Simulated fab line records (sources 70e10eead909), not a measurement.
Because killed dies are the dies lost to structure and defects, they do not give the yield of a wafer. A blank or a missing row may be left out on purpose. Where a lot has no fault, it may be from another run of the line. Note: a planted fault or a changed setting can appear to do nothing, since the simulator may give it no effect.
A sampling plan put to the test -- flow nand harc -- one fab line, 11 faults that these records tell of, each judged on the records of the lots that it struck; 1 more is left out, because the records don't allow judging it
The plan is the line's own looks: the steps of the route at which a gauge or an inspection reads the wafer and doesn't change it. A look is open to judgement when struck wafers have a number at it and the file gives its usual mean and standard deviation on fault-free wafers. Caught: a look later than the fault's first step finds the struck wafers' mean 4 or more of those standard deviations (sigma) from the usual mean. On the tool: the same test on the tool's own readings at the fault's steps. If the struck wafers alone have a blank record, or they carry another recipe, that too counts as caught.

== THE FAULTS, as the simulator had put them in ==
1. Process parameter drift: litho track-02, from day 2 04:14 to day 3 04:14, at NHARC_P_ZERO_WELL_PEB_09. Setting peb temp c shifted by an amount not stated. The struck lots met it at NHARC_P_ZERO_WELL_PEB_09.
2. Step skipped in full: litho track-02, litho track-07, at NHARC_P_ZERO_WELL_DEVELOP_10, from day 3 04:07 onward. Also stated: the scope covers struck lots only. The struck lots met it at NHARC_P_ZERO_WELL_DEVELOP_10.
3. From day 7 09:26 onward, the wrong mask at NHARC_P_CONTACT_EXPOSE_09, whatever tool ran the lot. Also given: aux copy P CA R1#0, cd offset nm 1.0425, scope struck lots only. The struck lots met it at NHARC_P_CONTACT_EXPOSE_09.
4. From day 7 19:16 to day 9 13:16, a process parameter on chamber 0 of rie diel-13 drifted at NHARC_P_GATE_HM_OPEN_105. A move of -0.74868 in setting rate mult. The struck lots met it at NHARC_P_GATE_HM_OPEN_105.
5. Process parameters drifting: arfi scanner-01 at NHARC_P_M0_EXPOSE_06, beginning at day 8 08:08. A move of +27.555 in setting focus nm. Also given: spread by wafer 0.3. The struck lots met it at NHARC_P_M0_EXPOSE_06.
6. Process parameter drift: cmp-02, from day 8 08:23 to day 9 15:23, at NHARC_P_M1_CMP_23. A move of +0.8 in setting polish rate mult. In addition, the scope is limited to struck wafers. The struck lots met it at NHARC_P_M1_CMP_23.
7. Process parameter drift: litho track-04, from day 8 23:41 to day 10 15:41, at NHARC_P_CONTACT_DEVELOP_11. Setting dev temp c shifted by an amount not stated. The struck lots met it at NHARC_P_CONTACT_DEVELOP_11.
8. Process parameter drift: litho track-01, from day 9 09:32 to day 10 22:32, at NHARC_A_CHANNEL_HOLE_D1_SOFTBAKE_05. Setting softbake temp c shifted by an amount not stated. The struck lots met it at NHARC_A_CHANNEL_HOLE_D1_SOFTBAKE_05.
9. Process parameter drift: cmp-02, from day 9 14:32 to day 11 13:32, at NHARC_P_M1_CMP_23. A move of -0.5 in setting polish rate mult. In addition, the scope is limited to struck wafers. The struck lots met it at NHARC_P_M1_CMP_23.
10. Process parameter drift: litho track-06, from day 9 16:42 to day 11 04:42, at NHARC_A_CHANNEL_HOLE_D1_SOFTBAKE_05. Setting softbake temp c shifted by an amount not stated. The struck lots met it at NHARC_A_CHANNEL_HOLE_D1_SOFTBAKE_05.
11. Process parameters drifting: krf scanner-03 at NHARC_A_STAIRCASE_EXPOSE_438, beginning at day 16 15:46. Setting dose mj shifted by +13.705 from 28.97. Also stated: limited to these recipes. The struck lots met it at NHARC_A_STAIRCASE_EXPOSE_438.

== WHAT THE PLAN SAW ==
fault,on the tool itself,first look that catches it,"reading, sigma",median hours from its first step to that look,hours from the fault's start to the first struck lot there,judged looks passed uncaught
1,plate temp C -6.5 sigma,none of the 2 looks that can be judged after it,-,-,-,2
2,the tool's record is blank for the struck wafers,no look after it can be judged,-,-,-,0
3,no reading that can be judged,none of the 2 looks that can be judged after it,-,-,-,2
4,oes product au -48 sigma,NHARC_END_SORT_01,killed at periphery +99 or beyond,415.5,419,0
5,exposure dose mJ cm2 +4.2 sigma,not the one look that can be judged after it,-,-,-,1
6,time to endpoint s -4.3 sigma,NHARC_P_M1_THK_MEAS_24,thk nm -4.8,0.3,23,0
7,developer temp C -9.8 sigma,no look after it can be judged,-,-,-,0
8,heater power total W -99 or beyond sigma,not the one look that can be judged after it,-,-,-,1
9,under 2 sigma,NHARC_P_M1_INSPECT_27,raw defect count +15,0.4,8,0
10,heater power total W +45 sigma,no look after it can be judged,-,-,-,0
11,exposure dose mJ cm2 +99 or beyond sigma,not the one look that can be judged after it,-,-,-,1
A dash: the fault isn't caught, or these records don't give the number.

Caught at a look: 3 of 11. Caught on the tool: 9 of 11. By one or the other: 10 of 11.
Faults caught by the tool alone: 1, 2, 5, 7, 8, 10, 11.
Caught at a look alone: fault 9.
Caught by neither: fault 3.

== THINNER SAMPLING ==
In the worst case, this is how late the first struck lot would be measured if the look that catches a fault measured only every second or every third lot, by lot number:
fault,"struck lots at that look, in order of time",every lot,every second lot,every third lot
4,"L812, L815",419 h,439 h,may miss all 2
6,L992,23 h,may miss it,may miss it
9,"L438, L439, L441",8 h,17 h,may miss all 3
Hours are from the fault's start to the first struck lot that is measured. The test against the limit of 4 sigma pooled every struck wafer, which means one lot taken alone may stay below that limit. Other struck lots may not be in these records.

== THE LONGEST TIMED WAY FROM STEP TO LOOK ==
For fault 4, NHARC_P_GATE_HM_OPEN_105 and NHARC_END_SORT_01 are separated by a median of 415.5 hours. No look between them can be judged.
